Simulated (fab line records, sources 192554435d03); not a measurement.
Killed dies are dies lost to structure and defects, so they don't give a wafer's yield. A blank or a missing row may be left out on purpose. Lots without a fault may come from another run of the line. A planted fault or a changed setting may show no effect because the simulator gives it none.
Split-lot experiment | flow n5_finfet | 7 lots, 39 wafers read, on a route of 1938 steps

THE SPLIT
At N5_MOL_CONTACT_COAG_ETCH_105 (etches SiARC in CF4, target depth 15.6 nm, time 26 s), the setting bias_w was moved away from the recipe's 36 W on 15 of the 39 wafers read, by -17.6% to +11.8%. The other wafers ran this setting at the recipe's value.

The reading is taken at the split's own step.

THE READING
rf_vpp_V, in V, at N5_MOL_CONTACT_COAG_ETCH_105 (etches SiARC in CF4, target depth 15.6 nm, time 26 s). Fault-free wafers of this fab line usually give 184.5 V, standard deviation 1.1 V.

wafer  | tool, chamber at the split | bias_w as run, W | against the recipe | rf_vpp_V, V | against lot-mates on the recipe
L078.1 | rie_diel-03, 3             | 32.23            | -10.5%             | 171.0       | -14.1
L078.2 | rie_diel-03, 2             | 36               | recipe             | 185.1       | -
L078.3 | rie_diel-03, 0             | 32.23            | -10.5%             | 172.8       | -12.3
L078.4 | rie_diel-03, 2             | 32.23            | -10.5%             | 173.2       | -11.9
L078.5 | rie_diel-03, 3             | 36               | recipe             | 185.7       | -
L078.6 | rie_diel-03, 0             | 36               | recipe             | 184.4       | -
L079.1 | rie_diel-06, 1             | 36               | recipe             | 183.2       | -
L079.2 | rie_diel-06, 0             | 36               | recipe             | 186.9       | -
L079.3 | rie_diel-06, 2             | 36               | recipe             | 183.7       | -
L079.4 | rie_diel-06, 1             | 36               | recipe             | 183.9       | -
L079.5 | rie_diel-06, 2             | 36               | recipe             | 185.0       | -
L079.6 | rie_diel-06, 0             | 36               | recipe             | 184.6       | -
L080.1 | rie_diel-06, 2             | 36               | recipe             | 185.4       | -
L080.2 | rie_diel-06, 1             | 38.64            | +7.3%              | 190.3       | +5.9
L080.3 | rie_diel-06, 0             | 36               | recipe             | 184.3       | -
L080.4 | rie_diel-06, 1             | 36               | recipe             | 183.5       | -
L080.5 | rie_diel-06, 2             | 38.64            | +7.3%              | 193.6       | +9.2
L080.6 | rie_diel-06, 0             | 38.64            | +7.3%              | 193.4       | +9.0
L086.1 | rie_diel-03, 1             | 36               | recipe             | 185.3       | -
L086.2 | rie_diel-03, 0             | 37.77            | +4.9%              | 190.1       | +5.2
L086.3 | rie_diel-03, 3             | 36               | recipe             | 185.3       | -
L086.4 | rie_diel-03, 2             | 37.77            | +4.9%              | 191.0       | +6.1
L086.5 | rie_diel-03, 0             | 37.77            | +4.9%              | 189.8       | +4.9
L086.6 | rie_diel-03, 3             | 36               | recipe             | 184.0       | -
L087.1 | rie_diel-02, 0             | 36               | recipe             | 184.1       | -
L087.2 | rie_diel-02, 2             | 40.24            | +11.8%             | 196.7       | +13.2
L087.3 | rie_diel-02, 1             | 40.24            | +11.8%             | 198.8       | +15.3
L087.4 | rie_diel-02, 3             | 40.24            | +11.8%             | 197.5       | +14.0
L087.5 | rie_diel-02, 0             | 36               | recipe             | 181.7       | -
L087.6 | rie_diel-02, 1             | 36               | recipe             | 184.7       | -
L091.2 | rie_diel-02, 3             | 36               | recipe             | 184.4       | -
L091.4 | rie_diel-02, 2             | 36               | recipe             | 183.5       | -
L091.6 | rie_diel-02, 3             | 36               | recipe             | 184.2       | -
L097.1 | rie_diel-02, 0             | 36               | recipe             | 181.9       | -
L097.2 | rie_diel-02, 3             | 36               | recipe             | 185.0       | -
L097.3 | rie_diel-02, 1             | 29.68            | -17.6%             | 162.9       | -20.8
L097.4 | rie_diel-02, 1             | 36               | recipe             | 184.3       | -
L097.5 | rie_diel-02, 3             | 29.68            | -17.6%             | 162.7       | -21.0
L097.6 | rie_diel-02, 0             | 29.68            | -17.6%             | 160.0       | -23.7

THE FIT
A straight line over all 39 wafers: rf_vpp_V changes by +1.21 V for each +1% of bias_w; r = +0.99; the points scatter about the line by 1.2 V.
The same after taking each lot's own level away (the mean of its wafers on the recipe; 39 wafers): +1.21 V for each +1%; r = +0.99; scatter 1.1 V.
On that fit, the largest move of bias_w shifts the reading by 21 V.
The lots' own levels span 183.50 to 185.07 V, that is 1.4 times the standard deviation above.
So the lot-to-lot level changes the slope little: the two slopes agree.
Check: with one of the wafers moved furthest among these (-17.6%) left out of the fit, the line predicts -21.6 V for it against its lot-mates. It came out at -20.8 V against them.
Tool readings at the split's step, against how far the setting was moved: rf_vpp_V r = +0.99.

OTHER SPLITS ON THESE WAFERS
These wafers also went through other splits before the reading. Each is held against what the fit with the lots' levels taken away leaves over:
other split on the same wafers | wafers away from the commonest value | r with rf_vpp_V (lot level and that fit taken away)
N5_DUMMY_GATE_ETCH_32 time_s   | 12                                   | -0.21

THE FILE'S OWN FIT
rf_vpp_V changes by +1.21 V for each +1% of bias_w, r = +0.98.
